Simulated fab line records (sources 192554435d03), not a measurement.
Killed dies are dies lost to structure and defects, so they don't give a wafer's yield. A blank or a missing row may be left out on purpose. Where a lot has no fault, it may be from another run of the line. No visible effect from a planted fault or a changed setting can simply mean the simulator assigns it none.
Matching of chambers | flow n5Finfet | N5_BEOL_M7_DESCUM_16 on rieDiel-06: 4 sister chambers
The step chemistry O2, time 7.9 s. 8 wafers are shown with their chamber, then 9 later ones without.

## WAFERS PAIRED WITH THEIR CHAMBERS
wafer  | chamber | drypumpMotorCurrentA (A) | throttleValvePct (%)
L080.5 | 2       | 6.03                     | 20.62
L084.3 | 2       | 6.04                     | 20.63
L088.1 | 0       | 5.77                     | 20.69
L088.3 | 3       | 5.77                     | 20.87
L088.6 | 1       | 6.50                     | 20.14
L090.2 | 1       | 6.49                     | 20.15
L090.5 | 0       | 5.78                     | 20.72
L090.6 | 3       | 5.77                     | 20.88

## WAFERS WITH NO CHAMBER GIVEN
wafer  | drypumpMotorCurrentA (A) | throttleValvePct (%)
L091.4 | 6.45                     | 20.14
L091.5 | 6.49                     | 20.15
L091.6 | 6.01                     | 20.66
L096.3 | 5.78                     | 20.73
L096.5 | 6.48                     | 20.17
L096.6 | 6.00                     | 20.66
L097.1 | 5.79                     | 20.73
L097.2 | 6.01                     | 20.69
L097.6 | 6.02                     | 20.70

## EACH ONE'S CHAMBER
wafer  | from the rows above | in truth
L091.4 | 1                   | 1
L091.5 | 1                   | 1
L091.6 | 2                   | 2
L096.3 | 0                   | 0
L096.5 | 1                   | 1
L096.6 | 2                   | 2
L097.1 | 0                   | 0
L097.2 | 2                   | 2
L097.6 | 2                   | 2
Correctly placed: 9 of 9. Can't be placed from these rows: 0. Placed wrongly: 0.
How it was worked out, from the rows above alone: a wafer's distance from a chamber is the root of the sum, over the readings, of the square of ((its reading less the chamber's mean) divided by the reading's scatter). If the next closest chamber is less than 2 further off than the closest, the wafer can't be placed; otherwise it belongs to the closest. Each chamber's mean is taken over the wafers shown for it. The scatter: the root of (the sum of the squares of (reading less its chamber's mean) over the shown wafers, divided by (wafers less chambers)).
